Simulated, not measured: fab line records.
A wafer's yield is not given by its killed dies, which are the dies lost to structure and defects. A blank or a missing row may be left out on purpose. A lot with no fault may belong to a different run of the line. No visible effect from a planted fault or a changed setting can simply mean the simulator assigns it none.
fab line records	flow n5-finfet
[record] lots = 7	wafers = 39
route steps=1938 shown FIN_SAQP@94 HKMG_FIN@435 MOL_CONTACT_COAG@624
start-h: the number of hours between the record's first day and the start of the first shown wafer of the lot	wait-h: how many hours have passed since the lot's step before this one	" unchanged from the row above	L1.1+2: several wafers, shown together as one row	- either no value or no given start	* or withheld: withheld	< > ~ a bound
route shown NAME@n: names a module that has steps shown in the file, with the first one's number in the route	usual: the fault-free wafers' mean and standard deviation	same: alike in all rows	chamber/n: place in a boat	sites: each site's reading	_std_site: standard deviation of those values	_edge_site: inner sites' mean taken away from outer sites' mean	radius-mm: how far each site lies from the wafer's centre	mask NAME#n: copy n	behind: the tool/chamber that last shaped the wafer	hold: what put the lot on hold/how long, in hours/how the hold closed	device: names the non-switching transistor (n, p or np)	end of line: tests of these same wafers at the route's end	step lacking rows: just its recipe	killed: the dies lost at the first sort to structure and to defects; this is not the yield of the wafer	map: the dies of a wafer, with x for killed, . for not killed, _ for no die there
set.NAME: the setting as run; set.NAME@STEP: as run at that earlier step	model.NAME: the simulator's own value behind a step, which no gauge read
lots where settings were altered on purpose, with a table for each step and a row for each wafer
[[steps]]
[step N5_FIN_SAQP_ALD_61]
[recipe] material = SiO2	target-thk-a = 40	temp-c = 300	ald-precursor-family = BDEAS	ald-co-reactant = O2-plasma	pulse-time-s = 1	purge-time-s = 2	co-reactant-purge-time-s = 2	ald-cycles = 43	pressure-torr = 2
lot.wafer	tool	chamber	start-h	wait-h	set.ald-cycles	model.SiO2_of_FIN_SAQP_ALD_61.thk-nm
L075.1	ald-sin-04	1	26.27	0.0	43	3.992
L075.2	"	2	"	"	43	3.978
L075.3	"	3	"	"	50	4.693
L075.4	"	0	"	"	43	3.99
L075.5	"	3	"	"	50	4.659
L075.6	"	0	"	"	50	4.633
L084.1	ald-sin-03	3	81.49	1.0	43	4.007
L084.2	"	2	"	"	43	3.993
L084.3	"	1	"	"	43	3.983
L084.4	"	0	"	"	43	3.969
L084.5	"	0	"	"	43	3.957
L084.6	"	3	"	"	43	4.005
L086.1	ald-sin-03	1	95.46	3.4	43	3.991
L086.2	"	2	"	"	48	4.477
L086.3	"	0	"	"	43	4
L086.4	"	3	"	"	48	4.491
L086.5	"	2	"	"	43	4.002
L086.6	"	1	"	"	48	4.429
L088.2	ald-sin-04	3	104.28	0.1	43	4.012
L088.4	"	2	"	"	43	3.988
L088.5	"	2	"	"	43	3.991
L089.1	ald-sin-03	1	111.06	0.4	49	4.562
L089.2	"	0	"	"	49	4.572
L089.3	"	3	"	"	49	4.568
L089.4	"	2	"	"	43	4.031
L089.5	"	2	"	"	43	3.99
L089.6	"	3	"	"	43	4.005
L092.1	ald-sin-01	2	128.42	0.0	41	3.796
L092.2	"	3	"	"	41	3.823
L092.3	"	0	"	"	43	4.06
L092.4	"	1	"	"	43	4.017
L092.5	"	3	"	"	41	3.814
L092.6	"	2	"	"	43	4.034
L095.1	ald-sin-01	1	147.20	0.3	43	3.995
L095.2	"	2	"	"	49	4.547
L095.3	"	3	"	"	43	4
L095.4	"	0	"	"	49	4.621
L095.5	"	1	"	"	49	4.569
L095.6	"	2	"	"	43	4.014
[step N5_HKMG_FIN_ETCH_32]
[recipe] chemistry = N2/H2	target = SOC	target-depth-a = 2400	temp-c = 40	time-s = 300	ion-energy-ev = 200	mask-material = SiARC	pressure-mtorr = 30	source-w = 840	bias-w = 150	n2-flow-sccm = 200	h2-flow-sccm = 200
[usual] rf-vpp-V = 525.0/2.5
lot.wafer	tool	chamber	start-h	wait-h	set.source-w	rf-vpp-V	model.HKMG_FIN.feature-depth-nm	model.etch.depth-nm
L075.1	rie-diel-05	2	83.47	0.0	704.6	557.3	201.6	201.7
L075.2	"	0	"	"	704.6	560.3	215.2	215.3
L075.3	"	3	"	"	840	519.9	246.8	246.9
L075.4	"	1	"	"	840	519.2	235	235
L075.5	"	2	"	"	840	526.0	232.2	232.1
L075.6	"	1	"	"	704.6	550.2	203.4	203.4
L084.1	rie-diel-05	0	142.66	0.0	680.5	566.5	206.8	206.9
L084.2	"	2	"	"	840	526.1	232.8	232.8
L084.3	"	1	"	"	840	528.8	246	246
L084.4	"	3	"	"	840	528.4	247.4	247.3
L084.5	"	3	"	"	680.5	565.1	208.2	208.3
L084.6	"	0	"	"	680.5	565.9	204.8	204.7
L086.1	rie-diel-04	2	153.05	0.0	840	525.6	241	241.1
L086.2	"	0	"	"	840	524.9	232.8	232.9
L086.3	"	3	"	"	840	525.5	247.8	247.8
L086.4	"	1	"	"	840	525.1	234.8	234.8
L086.5	"	3	"	"	840	526.7	247.4	247.5
L086.6	"	2	"	"	840	524.7	240	240
L088.2	rie-diel-04	3	159.54	0.0	840	525.9	245.6	245.6
L088.4	"	1	"	"	840	524.1	235.4	235.3
L088.5	"	0	"	"	840	523.7	236	235.9
L089.1	rie-diel-05	1	166.24	0.0	840	528.1	248.8	248.8
L089.2	"	2	"	"	840	524.8	233.8	233.8
L089.3	"	3	"	"	840	528.7	249.4	249.5
L089.4	"	0	"	"	840	528.1	245.4	245.4
L089.5	"	3	"	"	840	527.3	249	248.9
L089.6	"	2	"	"	840	523.3	234.8	234.9
L092.1	rie-diel-01	3	182.97	0.0	962.8	502.1	260.4	260.4
L092.2	"	1	"	"	840	522.3	235.4	235.3
L092.3	"	0	"	"	962.8	505.4	264.4	264.5
L092.4	"	2	"	"	840	521.2	241	240.9
L092.5	"	0	"	"	962.8	503.9	263.6	263.7
L092.6	"	3	"	"	840	523.8	234.2	234.1
L095.1	rie-diel-01	0	205.33	0.0	769.6	543.9	218	217.9
L095.2	"	1	"	"	840	524.2	236.6	236.6
L095.3	"	3	"	"	769.6	538.0	214.8	214.8
L095.4	"	2	"	"	769.6	539.1	225.6	225.6
L095.5	"	2	"	"	840	522.4	244.2	244.2
L095.6	"	1	"	"	840	523.3	234	234
[step N5_MOL_CONTACT_COAG_CVD_140]
[recipe] material = W	target-thk-a = 665	mode = selective-fill	temp-c = 300	time-s = 215
lot.wafer	tool	chamber	start-h	wait-h	set.target-thk-a	model.W_of_MOL_CONTACT_COAG_CVD_140.thk-nm
L075.1+2	cvd-w-01	1,0	118.36	0.1	665	65.2
L075.3	"	1	"	"	572.8	56
L075.4	"	0	"	"	665	65
L075.5	"	0	"	"	572.8	54.8
L075.6	"	1	"	"	572.8	57
L084.1	cvd-w-02	0	167.42	0.1	694.5	70.6
L084.2+5	"	1	"	"	665	66.2
L084.3	"	1	"	"	694.5	69.4
L084.4	"	0	"	"	665	67.4
L084.6	"	0	"	"	694.5	69.8
L086.1+6	cvd-w-02	1	178.33	0.1	665	64.6
L086.2	"	0	"	"	665	66
L086.3	"	0	"	"	618.4	61.2
L086.4	"	1	"	"	618.4	60.2
L086.5	"	0	"	"	618.4	61.4
L088.2+5	cvd-w-02	0,1	185.08	0.1	665	65.2
L088.4	"	0	"	"	665	65.6
L089.1	cvd-w-02	1	195.41	0.1	665	65.2
L089.2	"	0	"	"	665	67.6
L089.3+4	"	0,1	"	"	665	66.4
L089.5	"	1	"	"	665	65.4
L089.6	"	0	"	"	665	66.6
L092.1	cvd-w-02	1	210.90	0.1	635.1	62
L092.2	"	0	"	"	665	66
L092.3	"	1	"	"	665	65.2
L092.4	"	0	"	"	635.1	63.2
L092.5	"	0	"	"	635.1	62.8
L092.6	"	1	"	"	665	64.8
L095.1	cvd-w-01	0	231.44	0.1	638.2	63.2
L095.2	"	1	"	"	638.2	64.6
L095.3	"	1	"	"	665	67.2
L095.4+6	"	0	"	"	665	66.4
L095.5	"	1	"	"	638.2	64.4
[step N5_MOL_CONTACT_COAG_PRECLEAN_127]
[recipe] chemistry = DIW	time-s = 57.5	temp-c = 23
[step N5_MOL_CONTACT_COAG_SRD_128]
[recipe] dry-time-s = 32	dry = n2-spin	spin-rpm = 1500
[step N5_MOL_CONTACT_COAG_CMP_52]
[recipe] stop-on = SiO2	t-overpolish-s = 1.5	post-cmp-clean = w-dilute-nh4oh	down-force-psi = 4	platen-rpm = 50.289	pad-velocity-m-s = 1.0006	target-thk-nm = 66.5
lot.wafer	tool	chamber	start-h	wait-h	set.target-thk-a@MOL_CONTACT_COAG_CVD_140	model.W_of_MOL_CONTACT_COAG_CVD_140.thk-nm
L075.2+1	cmp-01	2,0	118.69	0.0	665	65.2
L075.4	"	3	"	"	665	65
L075.3	"	1	"	"	572.8	56
L075.5	"	2	"	"	572.8	54.8
L075.6	"	3	"	"	572.8	57
L084.2+5	cmp-03	0	167.74	0.0	665	66.2
L084.1	"	1	"	"	694.5	66
L084.4	"	2	"	"	665	67.4
L084.3	"	3	"	"	694.5	65.4
L084.6	"	1	"	"	694.5	68.4
L086.1+6	cmp-01	3,0	178.65	0.0	665	64.6
L086.3	"	0	"	"	618.4	61.2
L086.4	"	1	"	"	618.4	60.2
L086.2	"	2	"	"	665	66
L086.5	"	3	"	"	618.4	61.4
L088.4	cmp-01	0	185.44	0.1	665	65.6
L088.2+5	"	2,3	"	"	665	65.2
L089.1	cmp-03	0	195.73	0.0	665	65.2
L089.3+4+2	"	1,2,3	"	"	665	66.4
L089.6	"	0	"	"	665	66.6
L089.5	"	1	"	"	665	65.4
L092.3	cmp-03	2	211.22	0.0	665	65.2
L092.4	"	3	"	"	635.1	63.2
L092.1	"	0	"	"	635.1	62
L092.2	"	1	"	"	665	66
L092.5	"	2	"	"	635.1	62.8
L092.6	"	3	"	"	665	64.8
L095.1	cmp-01	1	232.11	0.4	638.2	63.2
L095.2	"	2	"	"	638.2	64.6
L095.3	"	3	"	"	665	67.2
L095.4+6	"	0,1	"	"	665	66.4
L095.5	"	2	"	"	638.2	64.4
[[key]]
[split] step = N5_FIN_SAQP_ALD_61	setting = ald-cycles	stated = 43	by = wafer
[response] step = N5_FIN_SAQP_ALD_61	reading = model.SiO2_of_FIN_SAQP_ALD_61.thk-nm	change = +0.0411	per = 1%	r = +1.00
[split] step = N5_HKMG_FIN_ETCH_32	setting = source-w	stated = 840	by = wafer
[response] step = N5_HKMG_FIN_ETCH_32	reading = rf-vpp-V	change = -1.87	per = 1%	r = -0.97
[response] step = N5_HKMG_FIN_ETCH_32	reading = model.HKMG_FIN.feature-depth-nm	change = +1.9	per = 1%	r = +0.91
[response] step = N5_HKMG_FIN_ETCH_32	reading = model.etch.depth-nm	change = +1.9	per = 1%	r = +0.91
[split] step = N5_MOL_CONTACT_COAG_CVD_140	setting = target-thk-a	stated = 665	by = wafer
[response] step = N5_MOL_CONTACT_COAG_CVD_140	reading = model.W_of_MOL_CONTACT_COAG_CVD_140.thk-nm	change = +0.651	per = 1%	r = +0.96
[response] step = N5_MOL_CONTACT_COAG_CMP_52	reading = model.W_of_MOL_CONTACT_COAG_CVD_140.thk-nm	change = +0.602	per = 1%	r = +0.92
